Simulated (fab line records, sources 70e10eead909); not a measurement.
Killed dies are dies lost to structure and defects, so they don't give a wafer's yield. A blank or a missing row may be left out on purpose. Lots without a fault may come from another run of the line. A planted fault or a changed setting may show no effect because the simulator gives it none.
Chamber matching | flow nand_harc | NHARC_A_STAIRCASE_CMP_472 on cmp-03: 4 sister chambers
The step polishes SiO2. 4 wafers are shown with their chamber, then 9 later ones without.

WAFERS WITH THEIR CHAMBER
wafer  | chamber | motor_current_A (A)
L086.2 | 1       | 14.2
L087.4 | 3       | 10.8
L089.3 | 2       | 10.8
L089.6 | 0       | 12.8

WAFERS WITHOUT THEIR CHAMBER
wafer  | motor_current_A (A)
L091.1 | 10.6
L091.4 | 10.6
L091.6 | 10.3
L095.2 | 10.3
L095.4 | 13.5
L095.5 | 10.6
L096.1 | 10.6
L096.4 | 12.9
L096.5 | 10.9

WHICH CHAMBER EACH WENT THROUGH
wafer  | from the rows above     | in truth
L091.1 | can't be placed: 2 or 3 | 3
L091.4 | can't be placed: 2 or 3 | 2
L091.6 | can't be placed: 2 or 3 | 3
L095.2 | can't be placed: 2 or 3 | 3
L095.4 | can't be placed: 0 or 1 | 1
L095.5 | can't be placed: 2 or 3 | 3
L096.1 | can't be placed: 2 or 3 | 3
L096.4 | 0                       | 0
L096.5 | can't be placed: 2 or 3 | 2
Placed correctly: 1 of 9. Can't be placed from these rows: 8 (the true chamber is among the candidates in 8). Placed wrongly: 0.
How it was worked out, from the rows above alone: a wafer's distance from a chamber is the root of the sum, over the readings, of the square of ((its reading less the chamber's mean) divided by the reading's scatter). The wafer belongs to the nearest chamber; if the next one is less than 2 further off, it can't be placed. A chamber's mean is the mean of its shown wafers. The scatter: with one shown wafer a chamber, the root of the mean of the squares of how far each hidden wafer lies from its nearest shown one.
